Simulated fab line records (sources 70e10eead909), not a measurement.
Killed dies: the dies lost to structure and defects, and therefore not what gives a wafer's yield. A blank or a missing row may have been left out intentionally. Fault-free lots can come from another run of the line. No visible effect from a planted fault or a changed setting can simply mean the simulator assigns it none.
fab line records -- flow nandHarc
[record] lots = 24, wafers = 72, lastDay = 33
route steps=1302 shown A_CHANNEL_FILL_D1@509 A_ONON_D2@554 A_CHANNEL_HOLE_D2@570 A_CHANNEL_FILL_D2@637
lots that met no fault: taken from a fault-free run of the same line
startH: hours from the record's first day to the start of the lot's first wafer shown -- waitH: hours elapsed since this lot's preceding step -- " repeats the value in the row above -- L1.1+2: a single row standing in for several wafers -- - value missing, or start not given -- * or withheld: withheld -- < > ~ a bound
route shown NAME@n: names a module that has steps shown in the file, with the first one's number in the route -- usual: mean/standard deviation of fault-free wafers -- same: alike in all rows -- chamber/n: place in a boat -- sites: each site's reading -- _std_site: standard deviation of those values -- _edge_site: the outer-site mean with the inner-site mean subtracted -- radiusMm: how far each site lies from the wafer's centre -- mask NAME#n: copy n -- behind: the most recent tool/chamber to have shaped the wafer -- hold: what put the lot on hold/how long, in hours/how the hold closed -- device: whichever transistor did not switch (one of n, p or np) -- end of line: the tests these same wafers got at the end of their route -- for a step that has no rows: nothing shown but its recipe -- killed: dies that structure and defects cost at the first sort, which is not the same as the wafer's yield -- map: the dies of a wafer, with x for killed, . for not killed, _ for no die there
set.NAME: the setting as run; set.NAME@STEP: as run at that earlier step -- model.NAME: the simulator's own value behind a step, which no gauge read
one table for each step of the route and one row for each wafer, over a sample of lots
services: the hour from which a tool's chamber was out of use, counted from the record's first day as startH (under 0 if before that day), plus the number of hours and why
[[steps]]
[step NHARC_A_CHANNEL_FILL_D1_STRIP_29]
[recipe] timeS = 20, o2FlowSccm = 500, arFlowSccm = 0, biasW = 0, chemistry = O2
[usual] drypumpMotorCurrentA = 5.7/0.42, oesProductAu = 0.997/0.011, rfVppV = 57.6/0.79, showerheadPlenumPTorr = 3.45/0.098, throttleValvePct = 17.037/0.0094
lot.wafer,tool,chamber,startH,waitH,drypumpMotorCurrentA,oesProductAu,rfHoursCounterH,rfVppV,showerheadPlenumPTorr,throttleValvePct
L075.4,rieDiel-03,3,-,-,5.7,1.022,7.1,58.0,3.46,17.037
L075.6,rieDiel-03,0,-,-,5.2,0.996,-,57.4,3.50,17.035
L075.5,rieDiel-03,1,-,-,5.9,1.009,-,58.0,3.32,17.050
L074.1,rieDiel-13,2,-,-,5.2,0.982,3.2,57.5,3.46,17.042
L074.5,rieDiel-13,0,-,-,5.6,0.983,-,57.6,3.32,17.034
L074.6,rieDiel-13,1,-,-,6.3,0.994,-,56.7,3.38,17.023
L076.1,rieDiel-03,3,-,-,5.7,1.014,8.1,58.7,3.46,17.030
L076.4,rieDiel-03,0,-,-,5.2,1.005,8.7,58.0,3.50,17.039
L076.3,rieDiel-03,1,-,-,5.9,1.006,8.8,57.5,3.32,17.037
L077.3,rieDiel-13,0,254.92,0.1,5.5,0.987,3.9,58.1,3.32,17.027
L077.6,rieDiel-13,0,254.92,0.1,5.5,0.989,-,56.5,3.32,17.047
L077.5,rieDiel-13,1,254.92,0.1,6.3,1.007,-,56.5,3.38,17.038
L078.4,rieDiel-13,2,-,-,5.2,0.976,3.7,57.7,3.46,17.031
L078.1,rieDiel-13,3,-,-,5.6,0.993,3.4,57.6,3.57,17.040
L078.5,rieDiel-13,1,-,-,6.3,1.010,-,56.4,3.38,17.049
L080.1,rieDiel-13,1,-,-,6.3,1.004,5.3,56.9,3.38,17.045
L080.6,rieDiel-13,1,-,-,6.4,0.995,-,58.2,3.38,17.030
L080.5,rieDiel-13,2,-,-,5.2,0.966,-,57.4,3.46,17.030
L079.4,rieDiel-13,0,-,-,5.5,0.985,4.8,57.6,3.32,17.038
L079.3,rieDiel-13,2,-,-,5.2,0.974,4.9,58.3,3.46,17.034
L079.6,rieDiel-13,1,-,-,6.3,0.998,-,59.4,3.38,17.042
L081.2,rieDiel-03,1,-,-,5.8,0.994,0.9,56.9,3.32,17.032
L081.1,rieDiel-03,0,-,-,5.2,0.993,0.8,58.4,3.49,17.031
L081.5,rieDiel-03,1,-,-,5.9,1.000,-,57.1,3.31,17.026
L082.3,rieDiel-02,0,-,-,5.7,0.975,4.8,59.1,3.61,17.030
L082.1,rieDiel-02,2,-,-,6.7,1.000,4.8,57.5,3.56,17.034
L082.6,rieDiel-02,0,-,-,5.6,0.964,-,56.9,3.61,17.044
L083.3,rieDiel-13,2,-,-,5.2,0.997,6.8,58.4,3.46,17.045
L083.4,rieDiel-13,3,-,-,5.6,1.005,6.0,59.2,3.57,17.008
L083.1,rieDiel-13,0,-,-,5.5,1.002,6.5,57.0,3.32,17.028
L084.3,rieDiel-13,0,-,-,5.5,1.004,6.6,57.8,3.32,17.039
L084.1,rieDiel-13,1,-,-,6.4,1.006,7.2,56.9,3.38,17.024
L084.2,rieDiel-13,3,-,-,5.6,1.004,6.0,59.9,3.57,17.027
L086.2,rieDiel-02,1,-,-,6.1,1.005,5.5,58.9,3.49,17.028
L086.6,rieDiel-02,3,-,-,5.9,1.000,-,58.3,3.42,17.047
L086.5,rieDiel-02,0,-,-,5.7,0.978,-,57.5,3.61,17.040
L085.3,rieDiel-13,0,-,-,5.5,1.000,7.1,57.9,3.32,17.041
L085.6,rieDiel-13,0,-,-,5.5,0.995,-,57.3,3.32,17.034
L085.5,rieDiel-13,1,-,-,6.3,0.999,-,58.6,3.38,17.042
L087.3,rieDiel-13,3,-,-,5.6,0.981,0.0,57.5,3.57,17.040
L087.4,rieDiel-13,0,-,-,5.5,0.991,0.1,57.1,3.32,17.032
L087.5,rieDiel-13,3,-,-,5.6,0.993,-,59.2,3.57,17.035
L088.2,rieDiel-03,3,-,-,5.7,0.999,6.5,57.2,3.45,17.037
L088.6,rieDiel-03,2,-,-,5.8,1.000,-,56.2,3.63,17.021
L088.5,rieDiel-03,3,-,-,5.7,0.999,-,57.0,3.45,17.050
L089.2,rieDiel-13,2,-,-,5.2,0.986,0.9,59.0,3.46,17.046
L089.4,rieDiel-13,0,-,-,5.6,0.989,0.9,57.9,3.32,17.044
L089.1,rieDiel-13,1,-,-,6.4,0.996,1.0,57.0,3.38,17.036
L090.4,rieDiel-13,3,-,-,5.6,0.995,0.9,57.3,3.57,17.046
L090.1,rieDiel-13,0,-,-,5.5,0.992,1.1,57.1,3.32,17.048
L090.2,rieDiel-13,1,-,-,6.3,1.001,1.3,56.9,3.38,17.046
L091.2,rieDiel-13,1,-,-,6.3,1.002,1.6,58.5,3.38,17.029
L091.3,rieDiel-13,2,-,-,5.2,0.988,1.4,57.2,3.46,17.030
L091.4,rieDiel-13,3,-,-,5.6,0.994,1.4,57.6,3.57,17.036
L092.1,rieDiel-13,0,-,-,5.5,1.003,2.2,56.9,3.32,17.035
L092.3,rieDiel-13,2,-,-,5.2,1.006,1.9,58.3,3.46,17.031
L092.6,rieDiel-13,0,-,-,5.5,1.010,-,57.7,3.32,17.051
L093.4,rieDiel-13,2,-,-,5.2,0.997,1.9,58.3,3.46,17.025
L093.5,rieDiel-13,2,-,-,5.2,0.995,-,57.6,3.46,17.035
L093.6,rieDiel-13,3,-,-,5.6,1.003,-,57.6,3.57,17.039
L095.1,rieDiel-13,1,-,-,6.3,1.004,2.9,57.2,3.38,17.033
L095.3,rieDiel-13,2,-,-,5.2,0.986,2.8,58.5,3.45,17.042
L095.4,rieDiel-13,3,-,-,5.6,0.997,3.0,56.5,3.57,17.038
L094.1,rieDiel-02,0,-,-,5.6,0.988,3.6,57.5,3.61,17.042
L094.2,rieDiel-02,1,-,-,6.1,1.000,3.9,58.0,3.49,17.034
L094.4,rieDiel-02,3,-,-,5.9,0.994,3.0,56.5,3.42,17.034
L096.1,rieDiel-13,1,-,-,6.3,1.020,3.7,57.6,3.38,17.049
L096.3,rieDiel-13,2,-,-,5.2,1.002,3.6,56.8,3.45,17.044
L096.5,rieDiel-13,1,-,-,6.4,1.010,-,58.6,3.38,17.034
L097.3,rieDiel-13,0,-,-,5.5,1.006,4.6,57.1,3.32,17.046
L097.4,rieDiel-13,1,-,-,6.4,0.990,3.7,57.4,3.38,17.038
L097.5,rieDiel-13,3,-,-,5.6,0.995,-,57.5,3.57,17.031
[step NHARC_A_ONON_D2_THK_MEAS_14]
[recipe] thkMeasGauge = ellipsometry
[usual] thkNm = 998/11
lot.wafer,tool,chamber,startH,waitH,thkNm
L075.4,filmMetro-01,-,295.59,-,996
L075.5,filmMetro-01,-,295.59,-,997
L075.6,filmMetro-01,-,295.59,-,995
L074.1,filmMetro-02,-,295.61,-,985
L074.5,filmMetro-02,-,295.61,-,985
L074.6,filmMetro-02,-,295.61,-,985
L077.3,filmMetro-01,-,296.87,-,990
L077.5,filmMetro-01,-,296.87,-,991
L077.6,filmMetro-01,-,296.87,-,992
L076.1,filmMetro-02,-,297.10,-,1011
L076.3,filmMetro-02,-,297.10,-,1011
L076.4,filmMetro-02,-,297.10,-,1009
L078.1,filmMetro-01,-,314.97,-,998
L078.4,filmMetro-01,-,314.97,-,998
L078.5,filmMetro-01,-,314.97,-,998
L079.3,filmMetro-01,-,327.25,-,1014
L079.4,filmMetro-01,-,327.25,-,1014
L079.6,filmMetro-01,-,327.25,-,1014
L080.1,filmMetro-02,-,327.25,-,1003
L080.5,filmMetro-02,-,327.25,-,1003
L080.6,filmMetro-02,-,327.25,-,1001
L081.1,filmMetro-02,-,346.05,-,996
L081.2,filmMetro-02,-,346.05,-,994
L081.5,filmMetro-02,-,346.05,-,995
L082.1,filmMetro-02,-,349.48,-,1016
L082.3,filmMetro-02,-,349.48,-,1014
L082.6,filmMetro-02,-,349.48,-,1015
L083.1,filmMetro-02,-,366.65,-,984
L083.3,filmMetro-02,-,366.65,-,985
L083.4,filmMetro-02,-,366.65,-,984
L084.1,filmMetro-02,-,370.63,-,1006
L084.2,filmMetro-02,-,370.63,-,1007
L084.3,filmMetro-02,-,370.63,-,1006
L085.3,filmMetro-01,-,383.09,-,999
L085.5,filmMetro-01,-,383.09,-,998
L085.6,filmMetro-01,-,383.09,-,999
L086.2,filmMetro-01,-,383.10,-,980
L086.5,filmMetro-01,-,383.10,-,981
L086.6,filmMetro-01,-,383.10,-,980
L087.3,filmMetro-01,-,398.66,-,1015
L087.4,filmMetro-01,-,398.66,-,1019
L087.5,filmMetro-01,-,398.66,-,1019
L089.1,filmMetro-02,-,417.78,-,1010
L089.2,filmMetro-02,-,417.78,-,1008
L089.4,filmMetro-02,-,417.78,-,1010
L088.2,filmMetro-01,-,417.80,-,989
L088.5,filmMetro-01,-,417.80,-,989
L088.6,filmMetro-01,-,417.80,-,991
L090.1,filmMetro-01,-,433.72,-,999
L090.2,filmMetro-01,-,433.72,-,1002
L090.4,filmMetro-01,-,433.72,-,1000
L091.2,filmMetro-02,-,446.09,-,1010
L091.3,filmMetro-02,-,446.09,-,1011
L091.4,filmMetro-02,-,446.09,-,1012
L093.4,filmMetro-02,-,454.64,-,981
L093.5,filmMetro-02,-,454.64,-,983
L093.6,filmMetro-02,-,454.64,-,981
L092.1,filmMetro-01,-,454.79,-,1000
L092.3,filmMetro-01,-,454.79,-,1000
L092.6,filmMetro-01,-,454.79,-,1001
L094.1,filmMetro-01,-,484.06,-,991
L094.2,filmMetro-01,-,484.06,-,992
L094.4,filmMetro-01,-,484.06,-,992
L095.1,filmMetro-02,-,484.07,-,1002
L095.3,filmMetro-02,-,484.07,-,1003
L095.4,filmMetro-02,-,484.07,-,1003
L096.1,filmMetro-02,-,495.28,-,1002
L096.3,filmMetro-02,-,495.28,-,1002
L096.5,filmMetro-02,-,495.28,-,1002
L097.3,filmMetro-02,-,505.31,-,975
L097.4,filmMetro-02,-,505.31,-,973
L097.5,filmMetro-02,-,505.31,-,974
[step NHARC_A_ONON_D2_THK_MEAS_27]
[recipe] thkMeasGauge = ellipsometry
[usual] thkNm = 997/8.4
lot.wafer,tool,chamber,startH,waitH,thkNm
L076.1,filmMetro-02,-,305.03,-,991
L076.3,filmMetro-02,-,305.03,-,988
L076.4,filmMetro-02,-,305.03,-,990
L077.3,filmMetro-01,-,305.04,-,1005
L077.5,filmMetro-01,-,305.04,-,1004
L077.6,filmMetro-01,-,305.04,-,1003
L074.1,filmMetro-02,-,305.17,-,1003
L074.5,filmMetro-02,-,305.17,-,1002
L074.6,filmMetro-02,-,305.17,-,1002
L075.4,filmMetro-02,-,305.39,-,996
L075.5,filmMetro-02,-,305.39,-,996
L075.6,filmMetro-02,-,305.39,-,996
L078.1,filmMetro-02,-,324.35,-,1011
L078.4,filmMetro-02,-,324.35,-,1011
L078.5,filmMetro-02,-,324.35,-,1010
L079.3,filmMetro-01,-,336.89,-,996
L079.4,filmMetro-01,-,336.89,-,997
L079.6,filmMetro-01,-,336.89,-,997
L080.1,filmMetro-02,-,336.90,-,993
L080.5,filmMetro-02,-,336.90,-,993
L080.6,filmMetro-02,-,336.90,-,992
L081.1,filmMetro-02,-,355.12,-,992
L081.2,filmMetro-02,-,355.12,-,993
L081.5,filmMetro-02,-,355.12,-,994
L082.1,filmMetro-01,-,358.55,-,984
L082.3,filmMetro-01,-,358.55,-,985
L082.6,filmMetro-01,-,358.55,-,985
L083.1,filmMetro-01,-,376.06,-,985
L083.3,filmMetro-01,-,376.06,-,984
L083.4,filmMetro-01,-,376.06,-,983
L084.1,filmMetro-01,-,380.05,-,1006
L084.2,filmMetro-01,-,380.05,-,1006
L084.3,filmMetro-01,-,380.05,-,1006
L085.3,filmMetro-02,-,393.73,-,998
L085.5,filmMetro-02,-,393.73,-,996
L085.6,filmMetro-02,-,393.73,-,996
L086.2,filmMetro-01,-,393.78,-,1006
L086.5,filmMetro-01,-,393.78,-,1009
L086.6,filmMetro-01,-,393.78,-,1010
L087.3,filmMetro-02,-,407.74,-,1003
L087.4,filmMetro-02,-,407.74,-,1004
L087.5,filmMetro-02,-,407.74,-,1006
L089.1,filmMetro-01,-,427.21,-,1004
L089.2,filmMetro-01,-,427.21,-,1004
L089.4,filmMetro-01,-,427.21,-,1003
L088.2,filmMetro-01,-,427.22,-,1002
L088.5,filmMetro-01,-,427.22,-,1003
L088.6,filmMetro-01,-,427.22,-,1002
L090.1,filmMetro-01,-,443.18,-,984
L090.2,filmMetro-01,-,443.18,-,984
L090.4,filmMetro-01,-,443.18,-,983
L091.2,filmMetro-02,-,455.57,-,1008
L091.3,filmMetro-02,-,455.57,-,1005
L091.4,filmMetro-02,-,455.57,-,1006
L093.4,filmMetro-02,-,463.72,-,985
L093.5,filmMetro-02,-,463.72,-,983
L093.6,filmMetro-02,-,463.72,-,984
L092.1,filmMetro-01,-,463.73,-,993
L092.3,filmMetro-01,-,463.73,-,993
L092.6,filmMetro-01,-,463.73,-,994
L094.1,filmMetro-01,-,493.77,-,1004
L094.2,filmMetro-01,-,493.77,-,1004
L094.4,filmMetro-01,-,493.77,-,1003
L095.1,filmMetro-01,-,493.95,-,990
L095.3,filmMetro-01,-,493.95,-,992
L095.4,filmMetro-01,-,493.95,-,989
L096.1,filmMetro-02,-,506.09,-,999
L096.3,filmMetro-02,-,506.09,-,1000
L096.5,filmMetro-02,-,506.09,-,997
L097.3,filmMetro-02,-,514.28,-,985
L097.4,filmMetro-02,-,514.28,-,985
L097.5,filmMetro-02,-,514.28,-,984
[step NHARC_A_CHANNEL_HOLE_D2_DEP_00]
[recipe] targetThkA = 31000, tempC = 400, material = aC
[usual] throttleValvePct = 35.000/0.0083
lot.wafer,tool,chamber,startH,waitH,throttleValvePct
L076.1,aclDep-02,0,311.10,4.9,35.012
L076.3,aclDep-02,0,311.10,4.9,35.002
L076.4,aclDep-02,0,311.10,4.9,34.997
L077.3,aclDep-01,0,312.99,6.8,35.015
L077.5,aclDep-01,0,312.99,6.8,34.994
L077.6,aclDep-01,0,312.99,6.8,35.008
L074.1,aclDep-02,0,312.99,6.7,34.993
L074.5,aclDep-02,0,314.26,8.0,35.007
L074.6,aclDep-02,0,314.26,8.0,34.988
L075.4,aclDep-01,0,315.23,8.7,35.011
L075.5,aclDep-01,0,315.23,8.7,34.993
L075.6,aclDep-01,0,315.23,8.7,35.013
L078.1,aclDep-03,0,325.55,0.1,34.990
L078.4,aclDep-03,0,325.55,0.1,34.994
L078.5,aclDep-03,0,325.55,0.1,35.019
L080.1,aclDep-02,0,338.09,0.1,35.014
L080.5,aclDep-02,0,339.38,1.4,34.999
L080.6,aclDep-02,0,339.38,1.4,34.998
L079.3,aclDep-03,0,338.72,0.7,34.995
L079.4,aclDep-03,0,338.72,0.7,34.994
L079.6,aclDep-03,0,338.72,0.7,35.005
L081.1,aclDep-02,0,356.86,0.6,34.989
L081.2,aclDep-02,0,356.86,0.6,35.009
L081.5,aclDep-02,0,356.86,0.6,35.009
L082.1,aclDep-01,0,361.61,1.9,34.990
L082.3,aclDep-01,0,361.61,1.9,34.994
L082.6,aclDep-01,0,361.61,1.9,34.999
L083.1,aclDep-03,0,377.77,0.6,34.999
L083.3,aclDep-03,0,377.77,0.6,35.016
L083.4,aclDep-03,0,377.77,0.6,34.993
L084.1,aclDep-01,0,388.23,7.1,34.989
L084.2,aclDep-01,0,388.23,7.1,35.008
L084.3,aclDep-01,0,388.23,7.1,34.985
L086.2,aclDep-03,0,395.30,0.4,34.987
L086.5,aclDep-03,0,395.30,0.4,35.001
L086.6,aclDep-03,0,395.30,0.4,34.993
L085.3,aclDep-02,0,395.53,0.7,35.016
L085.5,aclDep-02,0,395.53,0.7,35.012
L085.6,aclDep-02,0,395.53,0.7,35.012
L087.3,aclDep-03,0,410.95,2.1,34.994
L087.4,aclDep-03,0,410.95,2.1,34.998
L087.5,aclDep-03,0,410.95,2.1,35.021
L089.1,aclDep-03,0,428.39,0.1,35.003
L089.2,aclDep-03,0,428.39,0.1,34.997
L089.4,aclDep-03,0,428.39,0.1,34.998
L088.2,aclDep-02,0,429.41,1.1,34.989
L088.5,aclDep-02,0,429.41,1.1,35.008
L088.6,aclDep-02,0,429.41,1.1,34.992
L090.1,aclDep-01,0,447.50,3.2,35.003
L090.2,aclDep-01,0,447.50,3.2,34.989
L090.4,aclDep-01,0,447.50,3.2,35.007
L091.2,aclDep-01,0,457.47,0.8,34.993
L091.3,aclDep-01,0,457.47,0.8,35.003
L091.4,aclDep-01,0,457.47,0.8,35.013
L092.1,aclDep-03,0,469.15,4.0,35.000
L092.3,aclDep-03,0,469.15,4.0,34.998
L092.6,aclDep-03,0,469.15,4.0,35.001
L093.4,aclDep-02,0,469.81,5.0,34.996
L093.5,aclDep-02,0,469.81,5.0,35.014
L093.6,aclDep-02,0,469.81,5.0,34.993
L094.1,aclDep-02,0,497.48,2.6,34.993
L094.2,aclDep-02,0,497.48,2.6,35.004
L094.4,aclDep-02,0,497.48,2.6,35.009
L095.1,aclDep-01,0,497.82,2.7,35.008
L095.3,aclDep-01,0,497.82,2.7,35.006
L095.4,aclDep-01,0,497.82,2.7,34.983
L096.1,aclDep-03,0,507.26,0.1,35.003
L096.3,aclDep-03,0,507.26,0.1,35.007
L096.5,aclDep-03,0,507.26,0.1,34.993
L097.3,aclDep-03,0,518.24,2.7,35.000
L097.4,aclDep-03,0,518.24,2.7,35.003
L097.5,aclDep-03,0,518.24,2.7,34.996
[step NHARC_A_CHANNEL_HOLE_D2_CD_MEAS_10]
[recipe] targetCdNm = 100, landingEnergyEv = 500
[usual] cdNm = 100.1/0.47
lot.wafer,tool,chamber,startH,waitH,cdNm
L076.1,cdSem-03,0,313.79,-,100.0
L076.3,cdSem-03,0,313.79,-,100.4
L076.4,cdSem-03,0,313.79,-,99.8
L077.3,cdSem-02,0,315.02,-,99.8
L077.5,cdSem-02,0,315.02,-,99.7
L077.6,cdSem-02,0,315.02,-,99.8
L074.1,cdSem-01,0,315.91,-,100.4
L074.5,cdSem-01,0,315.91,-,100.1
L074.6,cdSem-01,0,315.91,-,100.4
L075.4,cdSem-02,0,316.93,-,99.7
L075.5,cdSem-02,0,316.93,-,100.5
L075.6,cdSem-02,0,316.93,-,100.2
L078.1,cdSem-01,0,328.17,-,100.2
L078.4,cdSem-01,0,328.17,-,99.9
L078.5,cdSem-01,0,328.17,-,100.3
L079.3,cdSem-02,0,340.64,-,100.4
L079.4,cdSem-02,0,340.64,-,100.5
L079.6,cdSem-02,0,340.64,-,100.7
L080.1,cdSem-01,0,340.78,-,99.8
L080.5,cdSem-01,0,340.78,-,100.2
L080.6,cdSem-01,0,340.78,-,100.8
L081.1,cdSem-02,0,359.42,-,99.9
L081.2,cdSem-02,0,359.42,-,100.4
L081.5,cdSem-02,0,359.42,-,99.9
L082.1,cdSem-02,0,364.26,-,101.6
L082.3,cdSem-02,0,364.26,-,100.4
L082.6,cdSem-02,0,364.26,-,100.4
L083.1,cdSem-02,0,380.41,-,99.8
L083.3,cdSem-02,0,380.41,-,99.9
L083.4,cdSem-02,0,380.41,-,99.6
L084.1,cdSem-03,0,390.89,-,100.1
L084.2,cdSem-03,0,390.89,-,99.7
L084.3,cdSem-03,0,390.89,-,99.9
L085.3,cdSem-02,0,397.44,-,99.3
L085.5,cdSem-02,0,397.44,-,99.4
L085.6,cdSem-02,0,397.44,-,99.2
L086.2,cdSem-01,0,397.65,-,101.0
L086.5,cdSem-01,0,397.65,-,100.2
L086.6,cdSem-01,0,397.65,-,99.7
L087.3,cdSem-01,0,412.97,-,100.2
L087.4,cdSem-01,0,412.97,-,100.9
L087.5,cdSem-01,0,412.97,-,99.4
L089.1,cdSem-03,0,431.03,-,100.4
L089.2,cdSem-03,0,431.03,-,100.2
L089.4,cdSem-03,0,431.03,-,100.9
L088.2,cdSem-03,0,431.76,-,100.2
L088.5,cdSem-03,0,431.76,-,100.4
L088.6,cdSem-03,0,431.76,-,99.9
L090.1,cdSem-02,0,450.18,-,100.0
L090.2,cdSem-02,0,450.18,-,99.5
L090.4,cdSem-02,0,450.18,-,99.7
L091.2,cdSem-02,0,459.83,-,100.5
L091.3,cdSem-02,0,459.83,-,100.6
L091.4,cdSem-02,0,459.83,-,100.4
L093.4,cdSem-03,0,471.51,-,100.3
L093.5,cdSem-03,0,471.51,-,100.2
L093.6,cdSem-03,0,471.51,-,99.9
L092.1,cdSem-03,0,471.81,-,100.0
L092.3,cdSem-03,0,471.81,-,100.7
L092.6,cdSem-03,0,471.81,-,100.0
L094.1,cdSem-01,0,500.14,-,99.6
L094.2,cdSem-01,0,500.14,-,100.3
L094.4,cdSem-01,0,500.14,-,99.7
L095.1,cdSem-01,0,500.49,-,99.2
L095.3,cdSem-01,0,500.49,-,99.4
L095.4,cdSem-01,0,500.49,-,99.9
L096.1,cdSem-02,0,509.93,-,99.8
L096.3,cdSem-02,0,509.93,-,99.6
L096.5,cdSem-02,0,509.93,-,99.9
L097.3,cdSem-03,0,520.27,-,100.1
L097.4,cdSem-03,0,520.27,-,100.2
L097.5,cdSem-03,0,520.27,-,99.8
[step NHARC_A_CHANNEL_FILL_D2_RTA_24]
[recipe] tempC = 1000, timeS = 5
[usual] lampPowerPct = 29.6/0.68, lamp_zone_1_pct = 29.6/0.67, wafer_temp_C_max = 1003.7/1.8
lot.wafer,tool,chamber,startH,waitH,lampPowerPct,lamp_zone_1_pct,wafer_temp_C_max
L076.1,rtpAnneal-01,0,368.31,0.0,28.9,28.9,1005.2
L076.3,rtpAnneal-01,0,368.31,0.0,29.0,28.9,1004.8
L076.4,rtpAnneal-01,0,368.31,0.0,28.9,28.9,1005.9
L077.3,rtpAnneal-02,0,368.35,0.1,30.3,30.3,1002.4
L077.5,rtpAnneal-02,0,368.35,0.1,30.3,30.3,1001.7
L077.6,rtpAnneal-02,0,368.35,0.1,30.3,30.2,1002.3
L074.1,rtpAnneal-02,0,372.91,0.3,30.2,30.3,1002.0
L074.5,rtpAnneal-02,0,372.91,0.3,30.3,30.3,1002.1
L074.6,rtpAnneal-02,0,372.91,0.3,30.2,30.3,1002.5
L075.4,rtpAnneal-02,0,373.17,0.4,30.3,30.2,1002.4
L075.5,rtpAnneal-02,0,373.17,0.4,30.2,30.3,1002.9
L075.6,rtpAnneal-02,0,373.17,0.4,30.3,30.3,1002.7
L078.1,rtpAnneal-02,0,387.70,0.0,30.3,30.3,1002.1
L078.4,rtpAnneal-02,0,387.70,0.0,30.2,30.2,1001.2
L078.5,rtpAnneal-02,0,387.70,0.0,30.3,30.3,1001.8
L080.1,rtpAnneal-01,0,397.68,0.0,29.0,28.9,1005.0
L080.5,rtpAnneal-01,0,397.68,0.0,28.9,28.9,1003.8
L080.6,rtpAnneal-01,0,397.68,0.0,28.9,28.9,1005.6
L079.3,rtpAnneal-01,0,397.91,0.3,28.9,28.9,1004.2
L079.4,rtpAnneal-01,0,397.91,0.3,28.9,28.9,1004.6
L079.6,rtpAnneal-01,0,397.91,0.3,28.9,29.0,1004.6
L081.1,rtpAnneal-02,0,414.87,0.0,30.3,30.3,1002.7
L081.2,rtpAnneal-02,0,414.87,0.0,30.2,30.3,1003.1
L081.5,rtpAnneal-02,0,414.87,0.0,30.3,30.3,1001.8
L082.1,rtpAnneal-02,0,424.77,0.0,30.2,30.3,1002.2
L082.3,rtpAnneal-02,0,424.77,0.0,30.3,30.3,1002.5
L082.6,rtpAnneal-02,0,424.77,0.0,30.2,30.3,1002.4
L083.1,rtpAnneal-01,0,438.06,0.0,28.9,28.9,1007.2
L083.3,rtpAnneal-01,0,438.06,0.0,28.9,28.9,1004.5
L083.4,rtpAnneal-01,0,438.06,0.0,28.9,28.9,1006.3
L084.1,rtpAnneal-02,0,452.18,0.0,30.3,30.3,1002.0
L084.2,rtpAnneal-02,0,452.18,0.0,30.3,30.2,1002.4
L084.3,rtpAnneal-02,0,452.18,0.0,30.3,30.3,1002.3
L085.3,rtpAnneal-01,0,452.35,0.2,28.9,28.9,1005.0
L085.5,rtpAnneal-01,0,452.35,0.2,28.9,28.9,1004.2
L085.6,rtpAnneal-01,0,452.35,0.2,28.9,28.9,1004.1
L086.2,rtpAnneal-02,0,456.35,0.1,30.3,30.2,1002.4
L086.5,rtpAnneal-02,0,456.35,0.1,30.3,30.3,1000.5
L086.6,rtpAnneal-02,0,456.35,0.1,30.3,30.3,1001.9
L087.3,rtpAnneal-01,0,468.08,0.1,28.9,28.9,1005.2
L087.4,rtpAnneal-01,0,468.08,0.1,28.9,28.9,1005.0
L087.5,rtpAnneal-01,0,468.08,0.1,28.9,29.0,1005.4
L089.1,rtpAnneal-01,0,492.07,0.0,28.9,28.9,1003.6
L089.2,rtpAnneal-01,0,492.07,0.0,28.8,28.9,1005.2
L089.4,rtpAnneal-01,0,492.07,0.0,28.9,28.9,1005.9
L088.2,rtpAnneal-02,0,492.10,0.1,30.3,30.3,1002.8
L088.5,rtpAnneal-02,0,492.10,0.1,30.3,30.3,1002.0
L088.6,rtpAnneal-02,0,492.10,0.1,30.3,30.3,1002.7
L090.1,rtpAnneal-01,0,507.75,0.0,28.9,28.9,1007.1
L090.2,rtpAnneal-01,0,507.75,0.0,28.9,28.9,1007.0
L090.4,rtpAnneal-01,0,507.75,0.0,28.9,28.9,1006.4
L091.2,rtpAnneal-02,0,515.88,0.1,30.2,30.2,1002.8
L091.3,rtpAnneal-02,0,515.88,0.1,30.3,30.2,1001.9
L091.4,rtpAnneal-02,0,515.88,0.1,30.3,30.3,1002.2
L092.1,rtpAnneal-01,0,531.92,0.0,28.9,29.0,1005.3
L092.3,rtpAnneal-01,0,531.92,0.0,28.9,29.0,1004.0
L092.6,rtpAnneal-01,0,531.92,0.0,28.9,28.9,1005.4
L093.4,rtpAnneal-02,0,532.00,0.1,30.3,30.3,1003.0
L093.5,rtpAnneal-02,0,532.00,0.1,30.3,30.2,1002.6
L093.6,rtpAnneal-02,0,532.00,0.1,30.3,30.3,1002.4
L095.1,rtpAnneal-02,0,556.66,0.0,30.3,30.3,1001.7
L095.3,rtpAnneal-02,0,556.66,0.0,30.3,30.2,1001.7
L095.4,rtpAnneal-02,0,556.66,0.0,30.3,30.3,1002.6
L094.1,rtpAnneal-01,0,556.75,0.1,29.0,28.9,1004.3
L094.2,rtpAnneal-01,0,556.75,0.1,28.9,29.0,1007.2
L094.4,rtpAnneal-01,0,556.75,0.1,29.0,28.9,1006.1
L096.1,rtpAnneal-02,0,565.60,0.0,30.2,30.3,1002.9
L096.3,rtpAnneal-02,0,565.60,0.0,30.2,30.3,1002.2
L096.5,rtpAnneal-02,0,565.60,0.0,30.2,30.3,1001.8
L097.3,rtpAnneal-01,0,574.49,0.1,28.9,28.9,1007.3
L097.4,rtpAnneal-01,0,574.49,0.1,29.0,29.0,1005.8
L097.5,rtpAnneal-01,0,574.49,0.1,28.9,29.0,1005.3
[[services]]
tool,chamber,startH,hours,kind
aclDep-02,-,248.74,13.0,pm
rieDiel-13,3,249.14,13.6,repair
rieDiel-13,1,258.48,1.5,repair
rieDiel-03,-,281.30,9.0,pm
aclDep-03,-,305.52,13.0,pm
rieDiel-13,-,342.00,9.0,pm
rieDiel-02,0,367.98,10.0,repair
rtpAnneal-01,-,372.00,12.0,pm
aclDep-01,-,375.23,13.0,pm
rieDiel-13,3,387.48,1.3,repair
rieDiel-02,1,387.77,2.5,repair
rieDiel-03,2,391.59,41.4,repair
rieDiel-02,-,393.70,9.0,pm
aclDep-03,-,408.80,1.5,repair
aclDep-02,-,431.01,13.0,pm
rieDiel-13,1,455.85,7.9,repair
rieDiel-03,-,458.30,9.0,pm
rieDiel-03,1,477.27,14.6,repair
aclDep-03,-,486.52,13.0,pm
rieDiel-13,2,498.41,1.5,repair
aclDep-02,-,516.73,1.5,repair
rieDiel-13,-,519.00,9.0,pm
rieDiel-03,3,534.76,4.0,repair
aclDep-01,-,556.23,13.0,pm
[[key]]
fault none
